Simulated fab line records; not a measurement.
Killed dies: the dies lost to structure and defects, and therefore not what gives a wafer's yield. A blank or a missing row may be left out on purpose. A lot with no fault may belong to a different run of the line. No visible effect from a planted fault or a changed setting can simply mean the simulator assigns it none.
Struck lot and sound lot, side by side	flow n5 finfet	15 out of 1938 route steps
Sound: wafers L482.1, L482.2, L482.6. Struck: wafers L493.2, L493.3, L493.6. Last of all comes the cause.
Per side, at each step with rows, come the tool, then ch with its chambers, and then its first start. Under that, the readings that differ: sound wafers	struck wafers	difference of the means	sigmas: that difference in standard deviations of wafers without a fault.
alike: readings whose means differ by less than 2 such deviations, and words and numbers that are the same on both sides. not compared: withheld readings, readings that some wafer has no value for, bounds like >300 that may hide the same value, and numbers for which the record gives no deviation and whose values overlap.
The two part at a step that has a row with sigmas, a row that says differs or no value, or rows on one side only. Numbers that don't overlap but have no deviation are shown without sigmas and don't part them. A reading that every wafer of one side lacks parts them only if that side has two wafers or more.

first, 1 step without rows for these wafers: N5_BEOL_M0_TRENCH_ETCH_107 (etches SiOC in C4F6/O2, target depth 32.8 nm, time 16.4 s).
N5_BEOL_M0_STRIP_142: strips in N2/H2, time 10 s.
  sound on rie diel-01 ch 0,1,3, day 6 22:40; struck on rie diel-06 ch 1,2,3, day 8 22:04
  alike: drypump motor current A, n2 flow sccm, oes product au, rf vpp V, showerhead plenum p Torr, throttle valve pct
  not compared: rf hours counter h
N5_BEOL_M0_OCD_MEAS_108:
  struck on ocd-02, day 8 22:08; sound on ocd-02, day 6 22:45
reading	sound	struck	difference	sigmas
trench depth nm (nm)	33.6 33.6 33.4	32.6 32.4 31.8	-1.3	-2
then, 2 steps without rows for these wafers: N5_BEOL_M0_HM_STRIP_129 (strips TiN in peroxide tin strip, target depth 17 nm, time 108 s); N5_BEOL_M0_SRD_130 (time 30 s).
N5_BEOL_M0_ETCH_109: etches SiCN in CH3F/O2, target depth 8 nm, overetch 2.4 nm, time 27.4 s.
  sound on rie diel-01 ch 1,3, day 7 00:28; struck on rie diel-06 ch 2,3, day 8 22:15
reading	sound	struck	difference	sigmas
drypump motor current A (A)	6.1 5.6 6.1	5.1 5.3 5.1	-0.8	-2
  alike: oes product au, rf vpp V, showerhead plenum p Torr, throttle valve pct
  not compared: rf hours counter h
then, 2 steps without rows for these wafers: N5_BEOL_M0_STRIP_139 (strips in post etch residue remover, time 60 s); N5_BEOL_M0_SRD_111 (time 30 s).
N5_BEOL_M0_DEGAS_112: time 60 s.
  struck on pvd sputter-01, day 8 22:34; sound on pvd sputter-03, day 7 00:38
  alike: heater power w
then, 1 step without rows for these wafers: N5_BEOL_M0_PRE_CLEAN_113 (time 30 s).
N5_BEOL_M0_ALD_136: deposits TaN, pulse time 2 s, purge time 3 s, co reactant purge time 2 s.
  sound on ald metal-01 ch 1,3, day 7 00:44; struck on ald metal-02 ch 0,1,2, day 8 22:46
  alike: heater power w, precursor vessel temp c
N5_BEOL_M0_SURFACE_TREAT_137:
  struck on pvd sputter-01, day 8 23:00; sound on pvd sputter-03, day 7 00:58
  not compared: throttle valve pct
N5_BEOL_M0_CVD_115: deposits Co from CCTBA/H2, time 120 s.
  sound on cvd co-01 ch 1,2, day 7 01:16; struck on cvd co-02 ch 0,2, day 8 23:17
reading	sound	struck	difference	sigmas
run length s (s)	143.9 144.1 143.8	98.6 99.3 99.3	-44.9	-67
then, 1 step without rows for these wafers: N5_BEOL_M0_SPUTTER_116 (material Cu, target thk 4 nm, time 7.37 s).
-- here the record skips 2 days between the struck wafers' starts before and after, leaving off in module BEOL_M0 and picking up in module BEOL_M4 (first step shown: number 1111 of the route) --
N5_BEOL_M4_RC_MEAS_101:
  sound on prober-02 ch 0, day 8 22:43; struck on prober-01 ch 0, day 11 10:52
  alike: DIBL_N, DIBL_P, IOFF_N, IOFF_P, ION_N, ION_P, SS_N, SS_P, VT_N, VT_P

## WHERE THEY PART
At N5_BEOL_M0_OCD_MEAS_108 first; at N5_BEOL_M0_CVD_115 last (within this record only). Later steps at which nothing parts them and some readings are alike: N5_BEOL_M4_RC_MEAS_101.

WHY: whatever the simulator had introduced
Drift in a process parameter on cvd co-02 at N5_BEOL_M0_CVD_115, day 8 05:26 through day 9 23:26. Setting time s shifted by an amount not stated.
